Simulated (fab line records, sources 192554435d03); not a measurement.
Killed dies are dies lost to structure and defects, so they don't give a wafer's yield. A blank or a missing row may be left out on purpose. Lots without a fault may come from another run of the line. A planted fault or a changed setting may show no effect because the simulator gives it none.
One fault seen from 3 desks | flow n5_finfet | each desk has only its own numbers; what lay behind them comes last

THE DEFECT DESK
What the inspections along the route counted, lot by lot: means of the sampled wafers that have a number. A lot is out of limits, marked OUT, if its mean lies more than 4 standard deviations from the usual mean; the brackets give that distance.
Columns: A = raw_defect_count at N5_BEOL_M4_INSPECT_59, usual 80
lot  | first seen here | A
L292 | day 8 15:28     | 107
L293 | day 8 15:34     | 79
L294 | day 9 05:56     | 71
L295 | day 9 06:16     | 83
L296 | day 9 08:46     | 75
L298 | day 9 10:26     | 87
L297 | day 9 12:07     | 121
L302 | day 10 14:39    | 105
L307 | day 11 20:37    | 88
L308 | day 12 14:49    | 70
L315 | day 14 14:01    | 67
This desk's finding: nothing out of limits on any of the 11 lots.

THE TOOL OWNER'S DESK: cvd_co-02
The tool's own readings at N5_BEOL_M4_CO_CAP_55 (material Co, precursor CCTBA/H2, target thk 2 nm, time 102.1 s): means of the sampled wafers that have a number, for each lot that ran on this tool. A lot is out of limits, marked OUT, if its mean lies more than 4 standard deviations from the usual mean; the brackets give that distance.
Columns: A = heater_power_w at N5_BEOL_M4_CO_CAP_55, usual 246 W; B = run_length_s at N5_BEOL_M4_CO_CAP_55, usual 125.1 s
lot  | first seen here | A   | B
L294 | day 9 05:44     | 232 | 124.9
L295 | day 9 06:04     | 258 | 125.0
L302 | day 10 14:27    | 219 | 125.3
L307 | day 11 20:25    | 231 | 147.8 (+32) OUT
L308 | day 12 14:36    | 274 | 135.6 (+15) OUT
This desk's finding: out of limits on L307, L308; first on L307, day 11 20:25 (run_length_s at N5_BEOL_M4_CO_CAP_55). In limits: L294, L295, L302.

THE METROLOGY DESK
What the gauges read, lot by lot, whatever tool the lot ran on: means of the sampled wafers that have a number. A lot is out of limits, marked OUT, if its mean lies more than 4 standard deviations from the usual mean; the brackets give that distance. Of its 10 readings 7 are shown: those that lie furthest out on some lot.
Columns: A = DIBL_P at N5_BEOL_M4_RC_MEAS_101, usual 34.8 mV/V; B = IOFF_P at N5_BEOL_M4_RC_MEAS_101, usual 0.19 nA/um; C = ION_N at N5_BEOL_M4_RC_MEAS_101, usual 677 uA/um; D = ION_P at N5_BEOL_M4_RC_MEAS_101, usual 462 uA/um; E = SS_N at N5_BEOL_M4_RC_MEAS_101, usual 71.4 mV/dec; F = VT_N at N5_BEOL_M4_RC_MEAS_101, usual 250 mV; G = VT_P at N5_BEOL_M4_RC_MEAS_101, usual -251 mV
lot  | first seen here | A    | B    | C   | D   | E    | F   | G
L292 | day 8 15:29     | 36.8 | 0.17 | 675 | 450 | 72.3 | 250 | -256
L293 | day 8 15:54     | 31.6 | 0.19 | 678 | 473 | 70.6 | 251 | -250
L294 | day 9 05:58     | 33.6 | 0.16 | 675 | 455 | 71.1 | 250 | -256
L295 | day 9 06:27     | 34.0 | 0.17 | 680 | 463 | 70.7 | 251 | -255
L296 | day 9 08:56     | 34.9 | 0.20 | 680 | 461 | 71.8 | 248 | -249
L298 | day 9 10:58     | 34.0 | 0.16 | 667 | 454 | 71.2 | 251 | -256
L297 | day 9 12:27     | 33.4 | 0.16 | 664 | 458 | 70.9 | 254 | -252
L302 | day 10 15:20    | 34.8 | 0.20 | 662 | 455 | 71.2 | 248 | -251
L307 | day 11 20:48    | 37.0 | 0.21 | 674 | 466 | 71.6 | 250 | -252
L308 | day 12 14:50    | 37.0 | 0.22 | 670 | 464 | 71.8 | 250 | -248
L315 | day 14 14:02    | 38.0 | 0.23 | 700 | 473 | 71.9 | 245 | -249
This desk's finding: nothing out of limits on any of the 11 lots.

PUT TOGETHER
The tool owner's desk could have raised an alarm at day 11 20:25, on L307, L308.
The defect desk saw nothing out of limits.
The metrology desk saw nothing out of limits.
The defect desk has L307, L308 on record, within its limits.
The metrology desk has L307, L308 on record, within its limits.
Of the lots named, all ran N5_BEOL_M4_CO_CAP_55 on cvd_co-02.

WHAT THE SIMULATOR HAD PUT IN
Process parameter drift: cvd_co-02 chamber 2, from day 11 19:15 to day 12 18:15, at N5_BEOL_M4_CO_CAP_55. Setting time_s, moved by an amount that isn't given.
Lots struck among those shown: L307, L308.
Hours from the fault's start to each desk's first reading out of limits: the tool owner's desk, 1.
